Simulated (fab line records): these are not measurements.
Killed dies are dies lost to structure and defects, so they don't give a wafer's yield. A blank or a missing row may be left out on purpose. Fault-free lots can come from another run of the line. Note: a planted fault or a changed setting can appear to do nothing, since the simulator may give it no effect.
Split-lot experiment	flow n5_finfet	on a route of 1938 steps: 7 lots, 39 wafers read

== THE SPLIT ==
At N5_FIN_SAQP_HM_DEP_03 (deposits SiNx from SiH4/NH3/N2, target thk 38 nm, time 33.6 s), the setting target_thk_a was moved away from the recipe's 380 angstrom on 15 of the 39 wafers read, by -58.6% to +46.2%. This setting was run at the recipe's value on the other wafers.

== FROM THE SPLIT TO THE READING: what the file shows between them, 5 steps ==
- N5_FIN_SAQP_THK_MEAS_05
- N5_FIN_SAQP_PECVD_47: deposits a-Si from SiH4/He, target thk 45 nm, time 36.3 s
- N5_FIN_SAQP_PECVD_48: deposits SiNx from SiH4/NH3/N2, target thk 25 nm, time 22.1 s
- N5_FIN_SAQP_MANDREL2_REMOVE_60: chemistry HBr/Cl2/O2, target a-Si, stops on SiNx, bt time 10 s
- N5_FIN_SAQP_HM_OPEN_33: chemistry CH3F/O2, target SiNx, target depth 49.4 nm, time 70.6 s

== THE READING ==
FIN_SAQP.cd_nm (the simulator's own value, which no gauge read), in nm, at N5_FIN_SAQP_ETCH_34 (etches SiO2 in C4F6/O2, target depth 45 nm, time 15 s). The file gives no usual value for it. The 24 wafers here that ran the recipe average 8.1 nm, standard deviation 0.091 nm.

wafer	tool, chamber at the split	target_thk_a as run, angstrom	against the recipe	FIN_SAQP.cd_nm, nm	against lot-mates on the recipe
L074.1	pecvd-04, 0	380	recipe	8.2	-
L074.2	pecvd-04, 1	380	recipe	8.2	-
L074.3	pecvd-04, 0	380	recipe	8.2	-
L074.4	pecvd-04, 1	380	recipe	8.2	-
L074.5	pecvd-04, 0	380	recipe	8.2	-
L074.6	pecvd-04, 1	380	recipe	8.2	-
L076.1	pecvd-01, 2	380	recipe	8	-
L076.2	pecvd-01, 0	380	recipe	8	-
L076.5	pecvd-01, 2	380	recipe	8	-
L077.1	pecvd-04, 1	380	recipe	8.2	-
L077.2	pecvd-04, 0	380	recipe	8.2	-
L077.4	pecvd-04, 0	380	recipe	8.2	-
L077.3	pecvd-04, 1	555.6	+46.2%	7.8	-0.4
L077.6	pecvd-04, 0	555.6	+46.2%	7.8	-0.4
L077.5	pecvd-04, 1	555.6	+46.2%	8	-0.2
L081.1	pecvd-04, 1	380	recipe	8	-
L081.2	pecvd-04, 0	380	recipe	8	-
L081.4	pecvd-04, 1	380	recipe	8	-
L081.3	pecvd-04, 2	182.5	-52.0%	8.4	+0.4
L081.5	pecvd-04, 2	182.5	-52.0%	8.2	+0.2
L081.6	pecvd-04, 0	182.5	-52.0%	8.2	+0.2
L083.1	pecvd-04, 1	380	recipe	8.2	-
L083.3	pecvd-04, 2	380	recipe	8.2	-
L083.2	pecvd-04, 2	524.4	+38.0%	7.8	-0.3
L083.4	pecvd-04, 1	524.4	+38.0%	7.8	-0.3
L083.6	pecvd-04, 1	524.4	+38.0%	7.8	-0.3
L083.5	pecvd-04, 2	380	recipe	8	-
L091.1	pecvd-01, 2	506.7	+33.3%	7.8	-0.4
L091.2	pecvd-01, 0	380	recipe	8.2	-
L091.4	pecvd-01, 1	380	recipe	8.2	-
L091.6	pecvd-01, 2	380	recipe	8.2	-
L091.3	pecvd-01, 1	506.7	+33.3%	8	-0.2
L091.5	pecvd-01, 0	506.7	+33.3%	8	-0.2
L097.1	pecvd-02, 2	380	recipe	8.2	-
L097.5	pecvd-02, 0	380	recipe	8.2	-
L097.6	pecvd-02, 1	380	recipe	8.2	-
L097.2	pecvd-02, 0	157.2	-58.6%	8.4	+0.2
L097.3	pecvd-02, 1	157.2	-58.6%	8.4	+0.2
L097.4	pecvd-02, 2	157.2	-58.6%	8.4	+0.2

FIT RESULTS
A straight line over all 39 wafers: FIN_SAQP.cd_nm changes by -0.00499 nm for each +1% of target_thk_a; r = -0.83; the points scatter about the line by 0.1 nm.
The same after taking each lot's own level away (the mean of its wafers on the recipe; 39 wafers): -0.00575 nm for each +1%; r = -0.92; scatter 0.072 nm.
Per that fit: largest target_thk_a move, reading shift of 0.34 nm.
The lots' own levels span 8.00 to 8.20 nm, that is 2.2 times the standard deviation above.
In other words, the slope is changed by the lot-to-lot level; the two fits disagree.
Check: for one of the wafers moved furthest among these (-58.6%), held out of the fit, the line's prediction against its lot-mates is +0.321 nm. Against them it came out at +0.2 nm.

== THE WHOLE CHAIN: every reading that the file lists as answering this split, in the file's order ==
step	what it does	reading	change (the file's fit)	r (the file's)
N5_FIN_SAQP_HM_DEP_03	deposits SiNx from SiH4/NH3/N2, target thk 38 nm, time 33.6 s	SiNx_of_FIN_SAQP_HM_DEP_03.thk_nm (the simulator's own value, which no gauge read)	+0.383 nm for each +1% of the setting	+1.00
N5_FIN_SAQP_THK_MEAS_05		thk_nm	withheld for each +1% of the setting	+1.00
N5_FIN_SAQP_HM_OPEN_33	chemistry CH3F/O2, target SiNx, target depth 49.4 nm, time 70.6 s	etch_rf_on_time_s	withheld for each +1% of the setting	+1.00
N5_FIN_SAQP_HM_OPEN_33	chemistry CH3F/O2, target SiNx, target depth 49.4 nm, time 70.6 s	etch.depth_nm (the simulator's own value, which no gauge read)	+0.383 nm for each +1% of the setting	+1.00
N5_FIN_SAQP_HM_OPEN_33	chemistry CH3F/O2, target SiNx, target depth 49.4 nm, time 70.6 s	FIN_SAQP.cd_nm (the simulator's own value, which no gauge read)	-0.00648 nm for each +1% of the setting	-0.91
N5_FIN_SAQP_ETCH_34	etches SiO2 in C4F6/O2, target depth 45 nm, time 15 s	FIN_SAQP.cd_nm (the simulator's own value, which no gauge read)	-0.00578 nm for each +1% of the setting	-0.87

== FILE'S OWN FIT ==
FIN_SAQP.cd_nm changes by -0.00578 nm for each +1% of target_thk_a, r = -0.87.
